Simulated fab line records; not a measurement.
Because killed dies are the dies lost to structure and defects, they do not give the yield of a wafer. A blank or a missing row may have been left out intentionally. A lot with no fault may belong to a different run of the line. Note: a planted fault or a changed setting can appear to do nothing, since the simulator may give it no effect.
A struck lot beside a sound one    flow n5_finfet    20 steps out of a route of 1938
Sound: wafers L521.2, L521.4, L521.6. Wafers L510.2, L510.4, L510.6 were the ones struck. The cause is given at the end.
At each step with rows: each side's tool, then ch and its chambers, then its first start. Under that, the readings that differ: sound wafers    struck wafers    difference of the means    sigmas: that difference in standard deviations of wafers without a fault.
alike: words and numbers the same on both sides, and readings whose means are apart by under 2 such deviations; not compared: readings that were withheld, readings missing a value for some wafer, numbers with overlapping values and no deviation given by the record, and bounds like >300 which may hide the same value.
A row with sigmas, a row that says differs or no value, or rows on one side alone: a step with any of these is where the two part. When numbers do not overlap yet have no deviation, they are printed without sigmas and do not part them. A reading that every wafer of one side lacks parts them only if that side has two wafers or more.

first, 9 steps without rows for these wafers: N5_BEOL_M12_DESCUM_15 (chemistry O2, time 7.9 s); N5_BEOL_M12_ETCH_59 (etches BARC in N2/H2, target depth 89 nm, overetch 26.7 nm, time 67.9 s); N5_BEOL_M12_VIA_ETCH_16 (etches SiOC in C4F8/O2/Ar, target depth 724.8 nm); N5_BEOL_M12_STRIP_63 (strips in N2/H2); N5_BEOL_M12_STRIP_64 (strips in N2/H2); N5_BEOL_M12_STRIP_71 (strips in post etch residue remover, time 60 s); N5_BEOL_M12_SRD_72 (time 30 s, dry time 30 s); N5_BEOL_M12_COAT_65 (time 60 s, resist thk 300 nm); N5_BEOL_M12_COAT_66 (time 60 s, resist thk 110 nm).
N5_BEOL_M12_COAT_22: resist thk 300 nm.
  sound on litho_track-03 ch 0, day 17 05:15; struck on litho_track-02 ch 0, day 14 05:17
reading                                     sound                 struck                difference  sigmas
spin_speed_rpm (rpm)                        2889.8 2891.3 2888.0  2777.9 2778.8 2778.7  -111.2      -59
model.coat_of_BEOL_M12_COAT_22.thk_nm (nm)  301.2 300.8 300.6     306.6 306.8 306.4     +5.7        
  alike: chill_plate_temp_C
then, 7 steps without rows for these wafers: N5_BEOL_M12_EBR_24; N5_BEOL_M12_SOFTBAKE_23 (time 60 s); N5_BEOL_M12_EXPOSE_25 (exposes mask M12); N5_BEOL_M12_PEB_26 (peb time 90 s); N5_BEOL_M12_DEVELOP_27 (develop time 45 s); N5_BEOL_M12_HARDBAKE_32 (time 120 s); N5_BEOL_M12_DESCUM_33 (chemistry O2, time 7.9 s).
N5_BEOL_M12_ETCH_67: etches SiARC in CF4, target depth 143 nm, time 238.3 s.
  sound on rie_diel-05 ch 1,2,3, day 17 06:05; struck on rie_diel-05 ch 0,3, day 14 05:52
reading                                     sound            struck           difference  sigmas
model.coat_of_BEOL_M12_COAT_22.thk_nm (nm)  212.6 212 211.8  217.6 218 217.6  +5.6        
  alike: drypump_motor_current_A, etch_rf_on_time_s, oes_product_au, rf_fwd_power_W, rf_vpp_V, showerhead_plenum_p_Torr, throttle_valve_pct
  not compared: rf_hours_counter_h
then, 1 step without rows for these wafers: N5_BEOL_M12_ETCH_68 (etches SOC in N2/H2, time 285 s).
N5_PASSIVATION_PROBE_49:
  struck on prober-01, day 15 20:26; sound on prober-02, day 19 00:34
  alike: defect_limited_yield, killed_at_M0_to_M3, killed_at_M4_up, killed_at_contacts, killed_at_front_end, killed_at_other, killed_dies, killed_open, killed_short, sort_bin_5_function, sort_bin_6_memory, sort_bin_8_speed, sort_n_pass, sort_yield_pct

== WHERE THEY PART ==
N5_BEOL_M12_COAT_22 only, going by this record. Later steps at which nothing parts them and some readings are alike: N5_BEOL_M12_ETCH_67, N5_PASSIVATION_PROBE_49.

WHY: the cause the simulator had injected
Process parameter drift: litho_track-02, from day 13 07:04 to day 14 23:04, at N5_BEOL_M12_COAT_22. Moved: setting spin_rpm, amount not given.
